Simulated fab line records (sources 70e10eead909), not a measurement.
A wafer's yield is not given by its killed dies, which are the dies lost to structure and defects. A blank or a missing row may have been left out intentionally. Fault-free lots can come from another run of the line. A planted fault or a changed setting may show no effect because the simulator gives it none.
A struck lot beside a sound one -- flow nandHarc -- 34 out of 1159 route steps
Sound: wafers L911.3, L911.4, L911.6. Wafers L921.3, L921.4, L921.5 were the ones struck. Last of all comes the cause.
For every step that has rows: the tool of each side, followed by ch and its chambers, followed by its first start. Under that, the readings that differ: sound wafers -- struck wafers -- difference of the means -- sigmas: that difference in standard deviations of wafers without a fault.
alike: readings whose means differ by less than 2 such deviations, and words and numbers that are the same on both sides. not compared: withheld readings, readings that some wafer has no value for, bounds like >300 that may hide the same value, and numbers for which the record gives no deviation and whose values overlap.
The two part at a step that has a row with sigmas, a row that says differs or no value, or rows on one side only. When numbers do not overlap yet have no deviation, they are printed without sigmas and do not part them. A reading that every wafer of one side lacks parts them only if that side has two wafers or more.

first, 5 steps without rows for these wafers: NHARC_A_ONON_D1_DEP_19 (target thk 1000 nm); NHARC_A_ONON_D1_DEP_22 (target thk 1000 nm); NHARC_A_ONON_D1_DEP_25 (target thk 1000 nm); NHARC_A_ONON_D1_DEP_28 (target thk 1000 nm); NHARC_A_ONON_D1_DEP_33 (deposits SiO2, target thk 200 nm).
NHARC_A_CHANNEL_HOLE_D1_DEP_00: deposits aC, target thk 3100 nm.
  sound on aclDep-01 ch 0, day 8 20:08; struck on aclDep-01 ch 0, day 12 10:28
reading,sound,struck,difference,sigmas
throttleValvePct (%),34.995 34.995 34.977,35.006 35.019 35.001,+0.020,+2
then, 11 steps without rows for these wafers: NHARC_A_CHANNEL_HOLE_D1_DEP_01 (deposits SiON, target thk 140 nm); NHARC_A_CHANNEL_HOLE_D1_DEHYDRATE_02 (time 120 s); NHARC_A_CHANNEL_HOLE_D1_HMDS_03 (time 30 s); NHARC_A_CHANNEL_HOLE_D1_COAT_36 (time 75 s); NHARC_A_CHANNEL_HOLE_D1_COAT_37 (time 65 s); NHARC_A_CHANNEL_HOLE_D1_COAT_04 (resist thk 90 nm); NHARC_A_CHANNEL_HOLE_D1_SOFTBAKE_05 (time 55 s); NHARC_A_CHANNEL_HOLE_D1_EBR_06; NHARC_A_CHANNEL_HOLE_D1_EXPOSE_07 (exposes mask HOLE D1, target cd 100 nm); NHARC_A_CHANNEL_HOLE_D1_PEB_08 (peb time 65 s); NHARC_A_CHANNEL_HOLE_D1_DEVELOP_09 (develop time 35 s).
NHARC_A_CHANNEL_HOLE_D1_INSPECT_12:
  struck on defectInspect-01, day 12 12:29; sound on defectInspect-01, day 8 22:17
reading,sound,struck,difference,sigmas
rawDefectCount,16 6 6,594 542 570,+559,+99 or more
then, 14 steps without rows for these wafers: NHARC_A_CHANNEL_HOLE_D1_DESCUM_15 (chemistry O2, time 3 s); NHARC_A_CHANNEL_HOLE_D1_ETCH_38 (etches the open film in CF4, target depth 39 nm, time 65 s); NHARC_A_CHANNEL_HOLE_D1_ETCH_39 (etches the open film in N2/H2, target depth 260 nm, time 325 s); NHARC_A_CHANNEL_HOLE_D1_ETCH_34 (etches the open film in CF4/CHF3, target depth 154 nm, time 77 s); NHARC_A_CHANNEL_HOLE_D1_ETCH_16 (etches the open film in O2/COS, target depth 3100 nm, time 806 s); NHARC_A_CHANNEL_HOLE_D1_ETCH_19 (etches the open film in C4F8/O2/Ar, time 34.5 s); NHARC_A_CHANNEL_HOLE_D1_ETCH_20 (etches the open film in C4F8/O2/Ar, time 361.9 s, target depth 1600 nm); NHARC_A_CHANNEL_HOLE_D1_ETCH_21 (etches the open film in C4F8/O2/Ar, time 514.3 s, target depth 1600 nm); NHARC_A_CHANNEL_HOLE_D1_ETCH_22 (etches the open film in C4F8/O2/Ar, time 666.7 s, target depth 1600 nm); NHARC_A_CHANNEL_HOLE_D1_ETCH_23 (etches the open film in C4F8/O2/Ar, time 819 s, target depth 1600 nm); NHARC_A_CHANNEL_HOLE_D1_ETCH_24 (etches the open film in C4F8/O2/Ar, time 906.2 s, target depth 1500 nm); NHARC_A_CHANNEL_HOLE_D1_ETCH_25 (etches the open film in C4F8/O2/Ar, time 1040.2 s, target depth 1500 nm); NHARC_A_CHANNEL_HOLE_D1_ETCH_26 (etches the open film in C4F8/O2/Ar, time 224.1 s, target depth 300 nm); NHARC_A_CHANNEL_HOLE_D1_ETCH_33 (etches the open film in C4F8/O2/Ar, time 90 s, target depth 400 nm).
NHARC_A_CHANNEL_HOLE_D1_INSPECT_40:
  struck on defectInspect-01, day 13 20:43; sound on defectInspect-01, day 9 06:32
reading,sound,struck,difference,sigmas
rawDefectCount,44 78 88,662 605 633,+563,+27
-- record jumps: 12 days between struck wafers' starts before vs after; left off in module A_CHANNEL_HOLE_D1, resumes in module END, first step shown is number 1159 of the route --
NHARC_END_SORT_01:
  here the record holds rows for the struck wafers (prober-01 ch 0, day 26 03:32) but none for the sound ones

## WHERE THEY PART
Last at NHARC_END_SORT_01 as far as this record goes, first at NHARC_A_CHANNEL_HOLE_D1_DEP_00.

WHY: whatever the simulator had introduced
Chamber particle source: aclDep-01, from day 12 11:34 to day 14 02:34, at NHARC_A_CHANNEL_HOLE_D1_DEP_00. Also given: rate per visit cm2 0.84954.
